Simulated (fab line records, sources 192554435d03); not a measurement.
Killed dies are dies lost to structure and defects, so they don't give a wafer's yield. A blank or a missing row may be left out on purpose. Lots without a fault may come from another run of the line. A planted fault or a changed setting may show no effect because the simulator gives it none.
Chamber matching | flow n5_finfet | N5_BEOL_M6_DESCUM_16 on rie_diel-05: 4 sister chambers
The step chemistry O2, time 7.9 s. 14 wafers are shown with their chamber, then 7 later ones without.

WAFERS WITH THEIR CHAMBER
wafer  | chamber | showerhead_plenum_p_Torr (Torr) | rf_vpp_V (V) | throttle_valve_pct (%)
L075.1 | 2       | 2.23                            | 246.1        | 20.29
L075.4 | 0       | 2.17                            | 245.1        | 20.25
L075.5 | 3       | 2.15                            | 243.9        | 20.67
L080.1 | 0       | 2.16                            | 244.0        | 20.27
L080.2 | 3       | 2.15                            | 244.4        | 20.27
L080.6 | 0       | 2.16                            | 243.3        | 20.28
L083.1 | 2       | 2.22                            | 246.7        | 20.33
L083.3 | 1       | 1.91                            | 239.8        | 20.55
L083.5 | 2       | 2.22                            | 245.0        | 20.34
L089.1 | 1       | 1.90                            | 239.1        | 20.56
L089.2 | 2       | 2.22                            | 244.4        | 20.34
L089.5 | 2       | 2.22                            | 245.4        | 20.33
L091.3 | 1       | 1.90                            | 240.6        | 20.57
L091.4 | 2       | 2.22                            | 246.0        | 20.34

SIGNATURES (means of the wafers above)
reading                  | chamber 0 | chamber 1 | chamber 2 | chamber 3 | scatter within a chamber
showerhead_plenum_p_Torr | 2.1633    | 1.9033    | 2.2217    | 2.1500    | 0.00465
rf_vpp_V                 | 244.133   | 239.833   | 245.600   | 244.150   | 0.797
throttle_valve_pct       | 20.2667   | 20.5600   | 20.3283   | 20.4700   | 0.0909
Rule: a wafer's distance from a chamber is the root of the sum, over the readings, of the square of ((its reading less the chamber's mean) divided by the reading's scatter). The wafer belongs to the nearest chamber; if the next one is less than 2 further off, it can't be placed. The scatter: the root of (the sum of the squares of (reading less its chamber's mean) over the shown wafers, divided by (wafers less chambers)).

WAFERS WITHOUT THEIR CHAMBER
wafer  | showerhead_plenum_p_Torr (Torr) | rf_vpp_V (V) | throttle_valve_pct (%)
L091.5 | 1.90                            | 238.3        | 20.56
L093.3 | 1.90                            | 239.2        | 20.57
L093.5 | 2.16                            | 244.4        | 20.29
L093.6 | 1.90                            | 239.5        | 20.56
L095.2 | 2.14                            | 243.9        | 20.33
L095.5 | 2.22                            | 243.7        | 20.36
L095.6 | 1.90                            | 239.9        | 20.58

WHICH CHAMBER EACH WENT THROUGH
wafer  | from the rows above | in truth
L091.5 | 1                   | 1
L093.3 | 1                   | 1
L093.5 | 0                   | 0
L093.6 | 1                   | 1
L095.2 | 3                   | 3
L095.5 | 2                   | 2
L095.6 | 1                   | 1
Placed correctly: 7 of 7. Can't be placed from these rows: 0. Placed wrongly: 0.
